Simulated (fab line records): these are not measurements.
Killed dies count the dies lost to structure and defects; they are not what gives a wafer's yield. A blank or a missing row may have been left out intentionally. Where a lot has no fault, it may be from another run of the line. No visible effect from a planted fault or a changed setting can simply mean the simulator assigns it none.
Chamber matching :: flow nandHarc :: 4 sister chambers for NHARC_THIN_TSV_DESCUM_14 on rieDiel-11
The step chemistry O2, time 3 s. 14 wafers are shown with their chamber, then 7 later ones without.

## WAFERS, EACH WITH ITS CHAMBER
wafer: L809.1
chamber: 2
drypumpMotorCurrentA (A): 6.2
oesProductAu (a.u.): 0.998
throttleValvePct (%): 11.319

wafer: L809.2
chamber: 1
drypumpMotorCurrentA (A): 5.5
oesProductAu (a.u.): 0.973
throttleValvePct (%): 11.317

wafer: L809.5
chamber: 2
drypumpMotorCurrentA (A): 6.3
oesProductAu (a.u.): 0.998
throttleValvePct (%): 11.309

wafer: L813.3
chamber: 3
drypumpMotorCurrentA (A): 6.3
oesProductAu (a.u.): 1.023
throttleValvePct (%): 11.327

wafer: L813.5
chamber: 3
drypumpMotorCurrentA (A): 6.3
oesProductAu (a.u.): 1.038
throttleValvePct (%): 11.300

wafer: L813.6
chamber: 2
drypumpMotorCurrentA (A): 6.3
oesProductAu (a.u.): 1.003
throttleValvePct (%): 11.317

wafer: L818.3
chamber: 3
drypumpMotorCurrentA (A): 6.2
oesProductAu (a.u.): 1.013
throttleValvePct (%): 11.317

wafer: L818.5
chamber: 2
drypumpMotorCurrentA (A): 6.3
oesProductAu (a.u.): 0.995
throttleValvePct (%): 11.309

wafer: L818.6
chamber: 1
drypumpMotorCurrentA (A): 5.4
oesProductAu (a.u.): 1.003
throttleValvePct (%): 11.321

wafer: L820.1
chamber: 3
drypumpMotorCurrentA (A): 6.3
oesProductAu (a.u.): 1.003
throttleValvePct (%): 11.310

wafer: L820.5
chamber: 0
drypumpMotorCurrentA (A): 5.1
oesProductAu (a.u.): 0.989
throttleValvePct (%): 11.298

wafer: L820.6
chamber: 1
drypumpMotorCurrentA (A): 5.4
oesProductAu (a.u.): 0.991
throttleValvePct (%): 11.314

wafer: L823.3
chamber: 1
drypumpMotorCurrentA (A): 5.4
oesProductAu (a.u.): 0.992
throttleValvePct (%): 11.311

wafer: L823.6
chamber: 3
drypumpMotorCurrentA (A): 6.3
oesProductAu (a.u.): 1.013
throttleValvePct (%): 11.312

SIGNATURES, as means of the wafers listed above
reading: drypumpMotorCurrentA
chamber 0: 5.100
chamber 1: 5.425
chamber 2: 6.275
chamber 3: 6.280
scatter within a chamber: 0.048

reading: oesProductAu
chamber 0: 0.98900
chamber 1: 0.98975
chamber 2: 0.99850
chamber 3: 1.01800
scatter within a chamber: 0.0109

reading: throttleValvePct
chamber 0: 11.29800
chamber 1: 11.31575
chamber 2: 11.31350
chamber 3: 11.31320
scatter within a chamber: 0.00727
Rule: distance of a wafer from a chamber = root of the sum over the readings of ((wafer's reading minus chamber's mean) / reading's scatter) squared. If the next closest chamber is less than 2 further off than the closest, the wafer can't be placed; otherwise it belongs to the closest. The scatter: the root of (the sum of the squares of (reading less its chamber's mean) over the shown wafers, divided by (wafers less chambers)).

## WAFERS WITH NO CHAMBER GIVEN
wafer: L825.6
drypumpMotorCurrentA (A): 6.2
oesProductAu (a.u.): 1.033
throttleValvePct (%): 11.294

wafer: L829.2
drypumpMotorCurrentA (A): 5.5
oesProductAu (a.u.): 0.990
throttleValvePct (%): 11.306

wafer: L829.3
drypumpMotorCurrentA (A): 6.3
oesProductAu (a.u.): 0.994
throttleValvePct (%): 11.317

wafer: L829.5
drypumpMotorCurrentA (A): 5.1
oesProductAu (a.u.): 0.992
throttleValvePct (%): 11.326

wafer: L830.1
drypumpMotorCurrentA (A): 6.2
oesProductAu (a.u.): 0.999
throttleValvePct (%): 11.316

wafer: L830.2
drypumpMotorCurrentA (A): 5.1
oesProductAu (a.u.): 0.980
throttleValvePct (%): 11.315

wafer: L830.3
drypumpMotorCurrentA (A): 6.3
oesProductAu (a.u.): 1.024
throttleValvePct (%): 11.324

## THE CHAMBER EACH PASSED THROUGH
wafer: L825.6
from the rows above: can't be placed: 3 or 2
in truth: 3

wafer: L829.2
from the rows above: 1
in truth: 1

wafer: L829.3
from the rows above: can't be placed: 2 or 3
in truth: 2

wafer: L829.5
from the rows above: 0
in truth: 0

wafer: L830.1
from the rows above: can't be placed: 2 or 3
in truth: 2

wafer: L830.2
from the rows above: 0
in truth: 0

wafer: L830.3
from the rows above: can't be placed: 3 or 2
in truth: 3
Placed correctly: 3 of 7. Cannot be placed on the basis of these rows: 4; the candidates contain the true chamber in 4. 0 placed wrongly.
